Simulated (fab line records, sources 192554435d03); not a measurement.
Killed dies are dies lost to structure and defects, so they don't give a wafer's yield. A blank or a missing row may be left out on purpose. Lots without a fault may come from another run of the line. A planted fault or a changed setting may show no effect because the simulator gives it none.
fab line records | flow n5_finfet
record lots=10 wafers=28 last_day=17
route steps=1938 shown BEOL_M4@1111 BEOL_M15@1805 MIM_TOP@1834 PASSIVATION@1936
lots that met no fault: from a run of the same line without faults
start_h: hours from the record's first day to the start of the lot's first wafer shown | wait_h: hours since the lot's step before | " the same as in the row above | L1.1+2: a row that stands for several wafers | - no value, or no start given | * or withheld: withheld | < > ~ a bound
route shown NAME@n: a module of which the file shows steps, and the number in the route of the first | usual: mean/standard deviation of fault-free wafers | same: alike in all rows | chamber/n: place in a boat | sites: the reading at each site | _std_site: their standard deviation | _edge_site: outer sites' mean less inner sites' | radius_mm: how far each site lies from the wafer's centre | mask NAME#n: copy n | behind: the tool/chamber that last shaped the wafer | hold: why the lot was held/for how many hours/how that ended | device: the transistor (n, p or np) that didn't switch | end of line: the same wafers' tests at the end of the route | a step without rows: its recipe alone | killed: dies lost to structure and defects at the first sort, not the wafer's yield | map: a wafer's dies, x killed, . not, _ none there
set.NAME: the setting as run; set.NAME@STEP: as run at that earlier step | model.NAME: the simulator's own value behind a step, which no gauge read
steps of the route over a sample of lots; a table a step, a row a wafer
services: from which hour (start_h, from the record's first day; less than 0 if before it) a tool's chamber was out of use, for how many hours, and why
## steps
# step N5_BEOL_M4_RC_MEAS_101
# usual DIBL_N=35.3/2.5 DIBL_P=35/3.3 IOFF_N=0.15/0.049 IOFF_P=0.20/0.056 ION_N=673/16 ION_P=462/10 SS_N=71.2/0.85 SS_P=73.0/0.97 VT_N=252/4.9 VT_P=-251/5
# columns lot.wafer tool chamber start_h wait_h DIBL_N[mV/V] DIBL_P[mV/V] IOFF_N[nA/um] IOFF_P[nA/um] ION_N[uA/um] ION_P[uA/um] SS_N[mV/dec] SS_P[mV/dec] VT_N[mV] VT_P[mV]
L894.1 prober-02 0 186.07 0.0 37.3 39 0.19 0.21 691 466 72.6 73.9 248 -251
L894.6 " 0 " " 37.2 38 0.18 0.20 680 457 72.3 73.5 251 -256
L898.1 prober-02 0 198.92 0.0 35.2 35 0.13 0.17 662 449 71.6 72.9 250 -253
L898.3 " 0 " " 32.3 32 0.09 0.13 655 454 70.1 73.1 256 -257
L899.3 prober-01 0 219.50 0.3 33.9 34 0.13 0.19 668 462 70.8 72.4 252 -251
L899.4 " 0 " " 39.9 41 0.23 0.32 698 479 72.1 74.7 244 -244
L899.5 " 0 " " 42.3 44 0.33 0.39 712 481 73.3 75.4 240 -241
L900.1 prober-02 0 219.74 0.0 35.6 35 0.14 0.20 668 464 70.9 72.9 249 -250
L900.5 " 0 " " 35.7 36 0.16 0.22 683 473 71.1 72.1 247 -251
L900.6 " 0 " " 36.1 36 0.15 0.21 683 470 71.6 72.9 252 -248
L901.1 prober-02 0 224.50 0.0 37.4 38 0.20 0.24 700 471 71.4 73.1 245 -251
L901.5 " 0 " " 37.0 37 0.17 0.22 692 468 72.1 74.1 248 -250
L901.6 " 0 " " 36.5 35 0.15 0.18 665 453 71.7 73.1 250 -254
L907.1 prober-01 0 245.10 0.0 30.9 30 0.10 0.16 663 456 70.4 71.9 257 -247
L907.2 " 0 " " 30.3 31 0.09 0.19 652 472 69.6 71.8 254 -246
L907.5 " 0 " " 31.9 32 0.10 0.19 657 464 70.5 71.8 255 -245
L913.1 prober-02 0 292.19 0.0 33.8 33 0.11 0.15 667 458 70.2 71.5 254 -256
L913.2 " 0 " " 34.3 34 0.11 0.15 678 467 70.8 71.8 258 -253
L913.5 " 0 " " 33.3 32 0.11 0.14 684 468 69.6 71.5 256 -257
L911.1 prober-01 0 292.35 0.0 34.7 35 0.12 0.18 676 471 70.4 72.4 255 -254
L911.4 " 0 " " 35.7 36 0.15 0.20 675 468 71.0 72.7 252 -253
L911.6 " 0 " " 31.3 31 0.09 0.13 652 453 69.6 72.6 257 -257
L912.3 prober-01 0 297.24 0.3 32.7 32 0.11 0.16 684 473 70.2 73.0 255 -254
L912.4 " 0 " " 33.0 33 0.11 0.18 658 462 70.7 73.1 253 -250
L912.5 " 0 " " 33.1 32 0.10 0.16 666 462 70.4 72.7 260 -253
L915.1 prober-02 0 297.30 0.0 30.2 29 0.08 0.11 665 457 70.0 72.5 259 -258
L915.2 " 0 " " 31.0 30 0.09 0.11 646 447 70.0 72.4 257 -257
L915.6 " 0 " " 31.3 30 0.09 0.12 648 442 69.9 72.0 259 -259
# step N5_BEOL_M15_OVL_MEAS_29
# recipe points_per_wafer=44
# usual M15_OVL=0/5.6
# columns lot.wafer tool chamber start_h wait_h M15_OVL[nm]
L894.1 overlay-01 0 274.09 0.0 7
L894.6 " 0 " " 11
L898.1 overlay-01 0 282.81 0.0 5
L898.3 " 0 " " 7
L899.3 overlay-02 0 301.49 0.0 4
L899.4 " 0 " " -4
L899.5 " 0 " " 0
L900.1 overlay-02 0 303.38 0.0 11
L900.5 " 0 " " 3
L900.6 " 0 " " -3
L901.1 overlay-01 0 313.10 0.0 -5
L901.5 " 0 " " -6
L901.6 " 0 " " 0
L907.1 overlay-02 0 332.83 0.0 -9
L907.2 " 0 " " -6
L907.5 " 0 " " -7
L911.1 overlay-01 0 374.85 0.0 4
L911.4 " 0 " " 6
L911.6 " 0 " " 2
L913.1 overlay-02 0 380.17 0.0 4
L913.2 " 0 " " -2
L913.5 " 0 " " -3
L912.3 overlay-01 0 387.69 0.0 -3
L912.4 " 0 " " -5
L912.5 " 0 " " 3
L915.1 overlay-01 0 387.97 0.0 -1
L915.2 " 0 " " 2
L915.6 " 0 " " 0
# step N5_BEOL_M15_SPUTTER_43
# recipe material=TaN target_thk_a=150 temp_c=50 bias_v=168.6 power_w=15000 chamber_pressure_pa=0.12 time_s=24.19
# usual chamber_pressure_pa=0.11996/0.00028 throttle_valve_pct=29.6/1
# columns lot.wafer tool chamber start_h wait_h chamber_pressure_pa throttle_valve_pct
L894.1 pvd_sputter-02 - 279.00 0.0 0.1198 29.6
L894.6 " - " " 0.12033 30.5
L898.1 pvd_sputter-01 - 285.56 0.0 0.1204 30.7
L898.3 " - " " 0.11986 27.6
L899.3 pvd_sputter-02 - 303.59 0.0 0.12014 30.3
L899.4 " - " " 0.12013 29.1
L899.5 " - " " 0.1196 29.0
L900.1 pvd_sputter-02 - 309.46 0.0 0.1204 30.6
L900.5 " - " " 0.11973 29.0
L900.6 " - " " 0.11975 29.7
L901.1 pvd_sputter-01 - 314.97 0.0 0.11994 27.3
L901.5 " - " " 0.11995 27.7
L901.6 " - " " 0.1198 31.2
L907.1 pvd_sputter-03 - 335.43 0.0 0.11983 29.7
L907.2 " - " " 0.11992 28.6
L907.5 " - " " 0.11971 28.6
L911.1 pvd_sputter-02 - 376.81 0.0 0.11979 28.8
L911.4 " - " " 0.11995 30.1
L911.6 " - " " 0.11983 28.7
L913.1 pvd_sputter-01 - 383.59 0.0 0.11992 31.6
L913.2 " - " " 0.12002 30.7
L913.5 " - " " 0.12046 31.2
L912.3 pvd_sputter-03 - 390.01 0.0 0.11958 30.1
L912.4 " - " " 0.11957 30.8
L912.5 " - " " 0.12014 31.0
L915.1 pvd_sputter-01 - 390.29 0.0 0.12003 29.4
L915.2 " - " " 0.11946 30.7
L915.6 " - " " 0.11982 31.2
# step N5_BEOL_M15_CMP_49
# recipe stop_on=SiO2 t_overpolish_s=4.9 down_force_psi=2 platen_rpm=80 clearing_platen_down_force_psi=2 clearing_platen_rpm=80 post_cmp_clean=cu_alkaline target_thk_nm=850 clearing_platen_pad_velocity_m_s=1.5917 pad_velocity_m_s=1.5917
# usual barrier_field_endpoint_s=11.4/0.43 clearing_platen_down_force_psi=2.000/0.0039 edge_zone_pressure_frac=1.001/0.0049 motor_current_A=8.2/0.85 overpolish_run_s=4.902/0.0091
# columns lot.wafer tool chamber start_h wait_h barrier_field_endpoint_s clearing_platen_down_force_psi edge_zone_pressure_frac motor_current_A overpolish_run_s
L894.1 cmp-03 2 279.93 0.4 11.3 2.009 0.993 7.9 4.893
L894.6 " 3 " " 11.2 2.009 1.005 8.2 4.896
L898.3 cmp-04 1 286.64 0.2 11.3 1.999 1.004 8.8 4.905
L898.1 " 2 " " 11.2 1.998 1.002 6.9 4.895
L899.4 cmp-04 1 304.44 0.2 - - - - -
L899.3 " 3 " " - - - - -
L899.5 " 0 " " - - - - -
L900.1 cmp-03 2 310.39 0.3 - - - - -
L900.5 " 0 " " - - - - -
L900.6 " 1 " " - - - - -
L901.1 cmp-04 2 316.46 0.3 - - - - -
L901.5 " 2 " " - - - - -
L901.6 " 3 " " - - - - -
L907.1 cmp-04 1 336.28 0.3 10.9 1.997 1.001 9.2 4.903
L907.2 " 3 " " 10.9 2.000 1.007 8.4 4.898
L907.5 " 0 " " 11.8 1.999 0.997 7.9 4.890
L911.1 cmp-04 1 377.83 0.3 11.1 2.000 1.009 9.1 4.903
L911.4 " 2 " " 11.2 1.996 1.011 7.0 4.911
L911.6 " 0 " " 12.1 1.999 1.004 8.2 4.914
L913.2 cmp-04 0 384.53 0.3 12.4 2.002 0.997 8.3 4.902
L913.1 " 2 " " 11.3 1.994 1.002 7.0 4.881
L913.5 " 3 " " 11.5 1.997 1.001 8.3 4.910
L912.4 cmp-04 3 390.83 0.1 11.0 2.000 0.997 8.5 4.899
L912.3 " 1 " " 10.8 1.999 0.998 9.7 4.891
L912.5 " 3 " " 11.0 2.003 0.998 8.6 4.907
L915.2 cmp-03 1 391.11 0.2 11.3 2.004 1.000 9.3 4.896
L915.1 " 0 " " 11.5 1.994 0.999 7.3 4.888
L915.6 " 2 " " 11.2 1.996 0.993 8.0 4.908
# step N5_BEOL_M15_THK_MEAS_50
# recipe thk_meas_gauge=xrf reads=Cu_of_BEOL_M15_ECD_47
# usual M15_THK=846/22
# columns lot.wafer tool chamber start_h wait_h M15_THK[nm]
L894.1 film_metro-01 - 280.12 - 806
L894.6 " - " " 858
L898.1 film_metro-02 - 286.93 - 836
L898.3 " - " " 815
L899.3 film_metro-02 - 304.70 0.1 1810
L899.4 " - " " 1835
L899.5 " - " " 1817
L900.1 film_metro-01 - 310.61 0.2 1855
L900.5 " - " " 1842
L900.6 " - " " 1878
L901.1 film_metro-02 - 316.76 0.3 1848
L901.5 " - " " 1844
L901.6 " - " " 1868
L907.1 film_metro-01 - 336.54 - 835
L907.2 " - " " 862
L907.5 " - " " 839
L911.1 film_metro-02 - 378.08 - 859
L911.4 " - " " 822
L911.6 " - " " 815
L913.1 film_metro-01 - 384.78 - 829
L913.2 " - " " 867
L913.5 " - " " 856
L912.3 film_metro-01 - 391.12 - 837
L912.4 " - " " 869
L912.5 " - " " 832
L915.1 film_metro-02 - 391.40 - 811
L915.2 " - " " 806
L915.6 " - " " 816
# step N5_BEOL_M15_RS_MEAS_54
# recipe thk_meas_gauge=four-point-probe reads=Cu_of_BEOL_M15_ECD_47+Ta_of_BEOL_M15_SPUTTER_44+TaN_of_BEOL_M15_SPUTTER_43
# usual M15_RS=0.0218/0.00055
# columns lot.wafer tool chamber start_h wait_h M15_RS[ohm/sq]
L894.1 film_metro-02 - 280.24 0.0 0.0231
L894.6 " - " " 0.0216
L898.1 film_metro-01 - 287.06 0.0 0.0220
L898.3 " - " " 0.0227
L899.3 film_metro-02 - 304.83 0.1 0.0094
L899.4 " - " " 0.0093
L899.5 " - " " 0.0094
L900.1 film_metro-01 - 310.74 0.0 0.0094
L900.5 " - " " 0.0094
L900.6 " - " " 0.0093
L901.1 film_metro-01 - 316.90 0.1 0.0092
L901.5 " - " " 0.0092
L901.6 " - " " 0.0091
L907.1 film_metro-01 - 336.67 0.0 0.0223
L907.2 " - " " 0.0216
L907.5 " - " " 0.0222
L911.1 film_metro-02 - 378.25 0.0 0.0213
L911.4 " - " " 0.0224
L911.6 " - " " 0.0225
L913.1 film_metro-02 - 384.91 0.0 0.0223
L913.2 " - " " 0.0212
L913.5 " - " " 0.0213
L912.3 film_metro-02 - 391.25 0.1 0.0221
L912.4 " - " " 0.0213
L912.5 " - " " 0.0222
L915.1 film_metro-01 - 391.53 0.0 0.0226
L915.2 " - " " 0.0224
L915.6 " - " " 0.0222
# step N5_BEOL_M15_INSPECT_55
# recipe inspect_instrument=darkfield mode=post_dep
# usual raw_defect_count=72/22
# columns lot.wafer tool chamber start_h wait_h raw_defect_count
L894.1 defect_inspect-02 - 280.27 0.0 60
L894.6 " - " " 89
L898.1 defect_inspect-01 - 287.09 0.0 53
L898.3 " - " " 59
L899.3 defect_inspect-02 - 304.86 0.0 6425
L899.4 " - " " 6324
L899.5 " - " " 6330
L900.1 defect_inspect-02 - 310.77 0.0 6256
L900.5 " - " " 6682
L900.6 " - " " 6318
L901.1 defect_inspect-01 - 316.93 0.0 6430
L901.5 " - " " 6460
L901.6 " - " " 6424
L907.1 defect_inspect-02 - 336.69 0.0 101
L907.2 " - " " 84
L907.5 " - " " 72
L911.1 defect_inspect-02 - 378.27 0.0 106
L911.4 " - " " 80
L911.6 " - " " 104
L913.1 defect_inspect-01 - 384.94 0.0 102
L913.2 " - " " 115
L913.5 " - " " 119
L912.3 defect_inspect-02 - 391.28 0.0 62
L912.4 " - " " 43
L912.5 " - " " 37
L915.1 defect_inspect-01 - 391.55 0.0 118
L915.2 " - " " 128
L915.6 " - " " 76
# step N5_MIM_TOP_ALD_00
# recipe material=Al2O3 target_thk_a=* temp_c=withheld ald_precursor_family=TMA ald_co_reactant=O3 pulse_time_s=withheld purge_time_s=3 co_reactant_purge_time_s=withheld co_reactant_pulse_time_s=3 ald_cycles=withheld
# usual precursor_pulse_height_rel=1.000/0.023
# columns lot.wafer tool chamber start_h wait_h precursor_pulse_height_rel
L894.1 ald_hk-02 0 282.06 0.1 1.024
L894.6 " 3 " " 1.000
L898.1 ald_hk-03 0 288.51 0.1 1.007
L898.3 " 1 " " 0.991
L907.1 ald_hk-01 0 339.49 0.1 1.005
L907.2 " 2 " " 0.987
L907.5 " 2 " " 0.999
L911.1 ald_hk-01 1 382.64 0.1 0.998
L911.4 " 0 " " 0.962
L911.6 " 1 " " 0.999
L913.1 ald_hk-01 0 387.23 0.1 0.995
L913.2 " 3 " " 0.933
L913.5 " 0 " " 1.006
L912.3 ald_hk-01 3 393.50 0.1 0.977
L912.4 " 1 " " 1.025
L912.5 " 1 " " 1.000
L915.1 ald_hk-03 3 393.72 0.1 1.016
L915.2 " 2 " " 1.002
L915.6 " 2 " " 1.029
# step N5_PASSIVATION_PROBE_49
# usual defect_limited_yield=91.3/1.4 killed_at_M0_to_M3=33/9.9 killed_at_M4_up=15/5.6 killed_at_contacts=13/5.7 killed_at_front_end=38/12 killed_at_other=4/3.1 killed_dies=103/17 killed_on_rim=13/4 killed_open=66/13 killed_short=32/7.8 sort_bin_5_function=5.1/0.95 sort_bin_6_memory=3.2/0.68 sort_n_pass=1077/17 sort_yield_pct=91.3/1.5
# same gross_dies=1180 killed_at_back_side=0 sort_bin_4_leakage[%]=0 sort_bin_8_speed[%]=0
# columns lot.wafer tool chamber start_h wait_h defect_limited_yield[%] killed_at_M0_to_M3 killed_at_M4_up killed_at_contacts killed_at_front_end killed_at_other killed_dies killed_on_rim killed_open killed_short sort_bin_5_function[%] sort_bin_6_memory[%] sort_n_pass sort_yield_pct[%]
L894.1 prober-02 - 294.34 0.0 91.2 56 5 12 25 6 104 14 56 45 4.1 4.3 1076 91.2
L894.6 prober-02 - 294.59 0.3 89.9 45 26 11 33 4 119 17 75 43 6.2 3.2 1061 89.9
L898.1 prober-01 - 298.65 0.0 91.0 33 20 12 39 2 106 15 70 33 5.0 3.6 1074 91.0
L898.3 prober-01 - 298.75 0.1 92.8 21 17 12 31 4 85 14 50 31 3.6 3.2 1095 92.8
L899.3 prober-02 - 321.27 0.1 0 28 1094 11 44 3 1180 152 62 39 5.3 2.8 0 0
L899.4 prober-02 - 321.32 0.2 0 23 1098 19 39 1 1180 152 70 29 6.0 2.2 0 0
L899.5 prober-02 - 321.37 0.2 0 28 1089 22 39 2 1180 152 69 35 5.6 3.1 0 0
L900.1 prober-01 - 324.85 0.0 0 25 1091 12 50 2 1180 152 77 25 4.8 3.6 0 0
L900.5 prober-01 - 325.05 0.2 0 25 1115 7 31 2 1180 152 60 28 4.4 3.0 0 0
L900.6 prober-01 - 325.10 0.3 0 26 1119 6 25 4 1180 152 55 30 4.3 2.8 0 0
L901.1 prober-01 - 335.18 0.0 0 26 1115 10 27 2 1180 152 51 25 3.8 2.4 0 0
L901.5 prober-01 - 335.38 0.2 0 38 1092 13 20 17 1180 152 70 33 5.4 3.5 0 0
L901.6 prober-01 - 335.43 0.3 0 26 1115 8 24 7 1180 152 49 28 3.6 2.6 0 0
L907.1 prober-01 - 350.34 0.0 89.2 49 18 14 41 6 128 12 86 40 6.1 4.4 1052 89.2
L907.2 prober-01 - 350.39 0.1 92.0 43 5 17 29 0 94 10 63 23 4.1 3.1 1086 92.0
L907.5 prober-01 - 350.54 0.2 92.5 40 10 11 23 4 88 9 58 28 4.7 2.5 1092 92.5
L911.1 prober-01 - 396.70 0.0 91.0 36 10 12 43 5 106 15 65 37 5.1 3.4 1074 91.0
L911.4 prober-01 - 396.85 0.2 91.8 24 14 13 37 9 97 9 59 37 4.3 3.4 1083 91.8
L911.6 prober-01 - 396.95 0.3 92.2 23 13 12 36 8 92 10 59 29 4.2 3.2 1088 92.2
L913.1 prober-02 - 399.95 0.0 92.8 14 11 5 50 5 85 5 42 31 3.6 2.9 1095 92.8
L913.2 prober-02 - 400.00 0.1 90.4 37 18 16 38 4 113 12 62 46 5.4 3.9 1067 90.4
L913.5 prober-02 - 400.15 0.2 91.9 25 13 18 33 6 95 12 61 30 4.7 3.0 1085 91.9
L915.1 prober-02 - 406.15 0.0 92.5 32 9 12 33 2 88 12 50 37 4.7 2.3 1092 92.5
L915.2 prober-02 - 406.20 0.1 91.9 29 12 5 49 0 95 10 52 36 4.4 2.9 1085 91.9
L915.6 prober-02 - 406.40 0.3 93.3 42 5 10 20 2 79 12 47 29 3.6 2.8 1101 93.3
L912.3 prober-01 - 408.24 0.1 90.8 27 15 10 55 2 109 10 71 30 4.8 3.9 1071 90.8
L912.4 prober-01 - 408.29 0.2 88.1 40 22 7 67 5 141 20 93 42 7.0 4.3 1039 88.1
L912.5 prober-01 - 408.34 0.2 91.1 28 19 4 49 5 105 11 67 35 5.9 2.9 1075 91.1
# killed by level:class
L894.1 BEOL_M0_SAQP:geometric_particle:short=21 MOL_CONTACT_COAG:geometric_particle:open=10 BEOL_M0_SAQP:geometric_particle:open=10 BEOL_M1:geometric_particle:open=9 BEOL_M2:geometric_particle:open=6 STI_FIN_REVEAL:geometric_particle:open=5 ILD0:geometric_particle:short=4 GATE_CUT:geometric_particle:open=3
L894.6 BEOL_M0_SAQP:geometric_particle:short=13 BEOL_M4:geometric_particle:open=13 MOL_CONTACT_COAG:geometric_particle:open=10 BEOL_M1:geometric_particle:open=9 BEOL_M0_SAQP:geometric_particle:open=8 GATE_CUT:geometric_particle:open=6 BEOL_M5:geometric_particle:open=6 GATE_CUT:geometric_particle:short=5
L898.1 STI_FIN_REVEAL:geometric_particle:open=12 MOL_CONTACT_COAG:geometric_particle:open=11 BEOL_M0:geometric_particle:open=8 BEOL_M2:geometric_particle:open=7 FIN_SAQP:geometric_particle:open=6 BEOL_M0:geometric_particle:short=5 FIN_SAQP:geometric_particle:short=4 GATE_CUT:geometric_particle:short=4
L898.3 MOL_CONTACT_COAG:geometric_particle:open=9 FIN_SAQP:geometric_particle:open=6 DUMMY_GATE:geometric_particle:open=6 FIN_SAQP:geometric_particle:short=5 STARTING-WAFER:geometric_particle:short=5 GATE_CUT:geometric_particle:short=3 MOL_CONTACT_COAG:geometric_particle:short=3 BEOL_M0_SAQP:geometric_particle:short=3
L899.3 BEOL_M15:area_cmp=1079 FIN_SAQP:geometric_particle:short=11 STI_FIN_REVEAL:geometric_particle:open=10 MOL_CONTACT_COAG:geometric_particle:open=9 GATE_CUT:geometric_particle:short=6 BEOL_M5:geometric_particle:open=6 BEOL_M1:geometric_particle:open=6 BEOL_M0_SAQP:geometric_particle:open=5
L899.4 BEOL_M15:area_cmp=1079 FIN_SAQP:geometric_particle:open=16 MOL_CONTACT_COAG:geometric_particle:open=15 BEOL_M0_SAQP:geometric_particle:short=7 BEOL_M0_SAQP:geometric_particle:open=7 BEOL_M4:geometric_particle:open=6 STARTING-WAFER:geometric_particle:open=4 FIN_SAQP:geometric_particle:short=4
L899.5 BEOL_M15:area_cmp=1075 MOL_CONTACT_COAG:geometric_particle:open=18 FIN_SAQP:geometric_particle:open=9 BEOL_M2:geometric_particle:open=8 FIN_SAQP:geometric_particle:short=7 BEOL_M1:geometric_particle:open=7 GATE_CUT:geometric_particle:open=6 BEOL_M0_SAQP:geometric_particle:short=6
L900.1 BEOL_M15:area_cmp=1078 FIN_SAQP:geometric_particle:open=26 BEOL_M3:geometric_particle:open=10 MOL_CONTACT_COAG:geometric_particle:open=8 BEOL_M5:geometric_particle:open=7 FIN_SAQP:geometric_particle:short=6 BEOL_M2:geometric_particle:open=5 MOL_CONTACT_COAG:geometric_particle:short=4
L900.5 BEOL_M15:area_cmp=1091 BEOL_M4:geometric_particle:open=11 FIN_SAQP:geometric_particle:open=9 FIN_SAQP:geometric_particle:short=9 BEOL_M2:geometric_particle:open=6 MOL_CONTACT_COAG:geometric_particle:open=5 BEOL_M0_SAQP:geometric_particle:short=5 BEOL_M3:geometric_particle:open=5
L900.6 BEOL_M15:area_cmp=1095 BEOL_M4:geometric_particle:open=15 GATE_CUT:geometric_particle:open=5 BEOL_M0_SAQP:geometric_particle:short=5 FIN_SAQP:geometric_particle:short=4 GATE_CUT:geometric_particle:short=4 MOL_CONTACT_COAG:geometric_particle:open=4 BEOL_M0_SAQP:geometric_particle:open=4
L901.1 BEOL_M15:area_cmp=1102 BEOL_M0_SAQP:geometric_particle:open=7 STI_FIN_REVEAL:geometric_particle:open=7 MOL_CONTACT_COAG:geometric_particle:open=7 FIN_SAQP:geometric_particle:open=6 BEOL_M3:geometric_particle:open=6 GATE_CUT:geometric_particle:short=5 BEOL_M2:geometric_particle:open=4
L901.5 BEOL_M15:area_cmp=1075 BEOL_M3:geometric_particle:open=14 MOL_CONTACT_COAG:geometric_particle:open=11 BEOL_M4:geometric_particle:open=7 BEOL_M0_SAQP:geometric_particle:open=7 MIM_TOP_ETCH:geometric_particle:short=7 BEOL_M2:geometric_particle:open=7 BEOL_M0_SAQP:geometric_particle:short=6
L901.6 BEOL_M15:area_cmp=1103 BEOL_M3:geometric_particle:open=7 MOL_CONTACT_COAG:geometric_particle:open=6 FIN_SAQP:geometric_particle:short=5 STI_FIN_REVEAL:geometric_particle:open=5 BEOL_M1:geometric_particle:open=5 BEOL_M4:geometric_particle:open=5 ILD0:geometric_particle:short=3
L907.1 MOL_CONTACT_COAG:geometric_particle:open=14 BEOL_M0_SAQP:geometric_particle:open=13 BEOL_M0_SAQP:geometric_particle:short=11 FIN_SAQP:geometric_particle:open=9 BEOL_M4:geometric_particle:open=9 FIN_SAQP:geometric_particle:short=8 STI_FIN_REVEAL:geometric_particle:open=7 BEOL_M2:geometric_particle:open=7
L907.2 MOL_CONTACT_COAG:geometric_particle:open=14 BEOL_M0_SAQP:geometric_particle:open=14 BEOL_M0_SAQP:geometric_particle:short=8 BEOL_M3:geometric_particle:open=8 HKMG_FIN:area_etch=8 DUMMY_GATE:geometric_particle:open=5 STI_FIN_REVEAL:geometric_particle:open=4 STARTING-WAFER:geometric_particle:open=4
L907.5 BEOL_M3:geometric_particle:open=13 BEOL_M0_SAQP:geometric_particle:short=9 BEOL_M2:geometric_particle:open=9 MOL_CONTACT_COAG:geometric_particle:open=8 FIN_SAQP:geometric_particle:open=5 STARTING-WAFER:geometric_particle:open=5 BEOL_M4:geometric_particle:short=4 STI_FIN_REVEAL:geometric_particle:open=3
L911.1 STI_FIN_REVEAL:geometric_particle:open=11 MOL_CONTACT_COAG:geometric_particle:open=10 FIN_SAQP:geometric_particle:short=8 BEOL_M2:geometric_particle:open=8 BEOL_M3:geometric_particle:open=6 BEOL_M0_SAQP:geometric_particle:open=5 GATE_CUT:geometric_particle:short=5 BEOL_M1:geometric_particle:open=5
L911.4 MOL_CONTACT_COAG:geometric_particle:open=12 BEOL_M3:geometric_particle:open=8 FIN_SAQP:geometric_particle:short=6 BEOL_M0_SAQP:geometric_particle:short=6 FIN_SAQP:geometric_particle:open=5 STI_FIN_REVEAL:geometric_particle:open=4 DUMMY_GATE:geometric_particle:open=4 GATE_CUT:geometric_particle:short=4
L911.6 FIN_SAQP:geometric_particle:open=11 MOL_CONTACT_COAG:geometric_particle:open=9 STI_FIN_REVEAL:geometric_particle:open=5 BEOL_M0_SAQP:geometric_particle:short=5 BEOL_M4:geometric_particle:open=5 FIN_SAQP:geometric_particle:short=4 BEOL_M0_SAQP:geometric_particle:open=4 PAD_METAL:geometric_particle:open=4
L913.1 FIN_SAQP:geometric_particle:open=12 FIN_SAQP:geometric_particle:short=10 HKMG_FIN:area_etch=8 BEOL_M3:geometric_particle:open=6 MOL_CONTACT_COAG:geometric_particle:open=4 BEOL_M0_SAQP:geometric_particle:short=4 STARTING-WAFER:geometric_particle:short=4 DUMMY_GATE:geometric_particle:short=3
L913.2 MOL_CONTACT_COAG:geometric_particle:open=13 FIN_SAQP:geometric_particle:short=9 BEOL_M0_SAQP:geometric_particle:short=9 FIN_SAQP:geometric_particle:open=8 BEOL_M3:geometric_particle:open=8 GATE_CUT:geometric_particle:short=6 BEOL_M4:geometric_particle:open=6 BEOL_M0:geometric_particle:open=5
L913.5 MOL_CONTACT_COAG:geometric_particle:open=17 FIN_SAQP:geometric_particle:open=11 BEOL_M3:geometric_particle:open=9 GATE_CUT:geometric_particle:short=6 BEOL_M0_SAQP:geometric_particle:short=6 BEOL_M5:geometric_particle:open=6 FIN_SAQP:geometric_particle:short=5 STARTING-WAFER:geometric_particle:open=3
L915.1 FIN_SAQP:geometric_particle:short=9 BEOL_M2:geometric_particle:open=9 MOL_CONTACT_COAG:geometric_particle:open=8 GATE_CUT:geometric_particle:short=7 BEOL_M0_SAQP:geometric_particle:short=6 BEOL_M3:geometric_particle:open=5 STI_FIN_REVEAL:geometric_particle:open=4 MOL_CONTACT_COAG:geometric_particle:short=4
L915.2 FIN_SAQP:geometric_particle:short=15 FIN_SAQP:geometric_particle:open=10 BEOL_M0_SAQP:geometric_particle:short=8 BEOL_M3:geometric_particle:open=8 STI_FIN_REVEAL:geometric_particle:open=6 BEOL_M0_SAQP:geometric_particle:open=5 BEOL_M4:geometric_particle:open=5 MOL_CONTACT_COAG:geometric_particle:open=4
L915.6 BEOL_M0_SAQP:geometric_particle:short=13 MOL_CONTACT_COAG:geometric_particle:open=9 BEOL_M3:geometric_particle:open=8 BEOL_M0_SAQP:geometric_particle:open=8 BEOL_M1:geometric_particle:open=5 FIN_SAQP:geometric_particle:open=3 GATE_CUT:geometric_particle:short=3 BEOL_M2:geometric_particle:open=3
L912.3 FIN_SAQP:geometric_particle:open=12 BEOL_M1:geometric_particle:open=10 STI_FIN_REVEAL:geometric_particle:open=9 BEOL_M4:geometric_particle:open=8 FIN_SAQP:geometric_particle:short=7 MOL_CONTACT_COAG:geometric_particle:open=7 DUMMY_GATE:geometric_particle:open=6 BEOL_M0_SAQP:geometric_particle:short=6
L912.4 FIN_SAQP:geometric_particle:open=26 BEOL_M0_SAQP:geometric_particle:short=11 BEOL_M5:geometric_particle:open=10 BEOL_M1:geometric_particle:open=8 BEOL_M3:geometric_particle:open=7 BEOL_M4:geometric_particle:open=7 FIN_SAQP:geometric_particle:short=6 STI_FIN_REVEAL:geometric_particle:open=6
L912.5 FIN_SAQP:geometric_particle:open=20 BEOL_M2:geometric_particle:open=10 FIN_SAQP:geometric_particle:short=8 BEOL_M0_SAQP:geometric_particle:short=6 BEOL_M1:geometric_particle:open=6 STI_FIN_REVEAL:geometric_particle:short=5 BEOL_M4:geometric_particle:open=5 MOL_CONTACT_COAG:geometric_particle:open=3
## services
# columns tool chamber start_h hours kind
cmp-04 - 261.59 0.5 repair
cmp-04 - 281.53 0.5 repair
ald_hk-03 - 286.20 0.9 repair
ald_hk-03 - 294.64 8.7 pm
cmp-03 - 296.81 5.0 repair
cmp-03 - 304.61 1.0 repair
pvd_sputter-02 - 379.03 2.5 repair
cmp-03 - 383.67 2.2 repair
## key
first_sign step=N5_BEOL_M15_CMP_49 reading=tool_record direction=missing
effect step=N5_BEOL_M15_THK_MEAS_50 reading=M15_THK direction=up sigmas=45 usual=846 struck=1844
effect step=N5_BEOL_M15_RS_MEAS_54 reading=M15_RS direction=down sigmas=23 usual=0.0218 struck=0.0093
effect step=N5_BEOL_M15_INSPECT_55 reading=raw_defect_count direction=up sigmas=99+ usual=72 struck=6405
effect step=N5_PASSIVATION_PROBE_49 reading=killed_at_M4_up direction=up sigmas=99+ usual=15 struck=1103
more_kills_born_at N5_BEOL_M15_CMP_49@cmp-04=6513 N5_BEOL_M15_CMP_49@cmp-03=3264
met_at N5_BEOL_M15_CMP_49
struck_lots L899,L900,L901
later_rows_left_out L899.3,L899.4,L899.5,L900.1,L900.5,L900.6,L901.1,L901.5,L901.6
not_acting_at N5_BEOL_M15_OVL_MEAS_29,N5_BEOL_M15_SPUTTER_43,N5_MIM_TOP_ALD_00
onset_between 286.64 304.44
fault kind=skipped_step_whole tool=cmp-03,cmp-04 chamber=- onset_h=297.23 steps=N5_BEOL_M15_CMP_49 scope=struck_lots_only
# later_rows_left_out: the simulator's readings of these wafers behind a module that went badly wrong aren't trusted and aren't shown, but for the sort
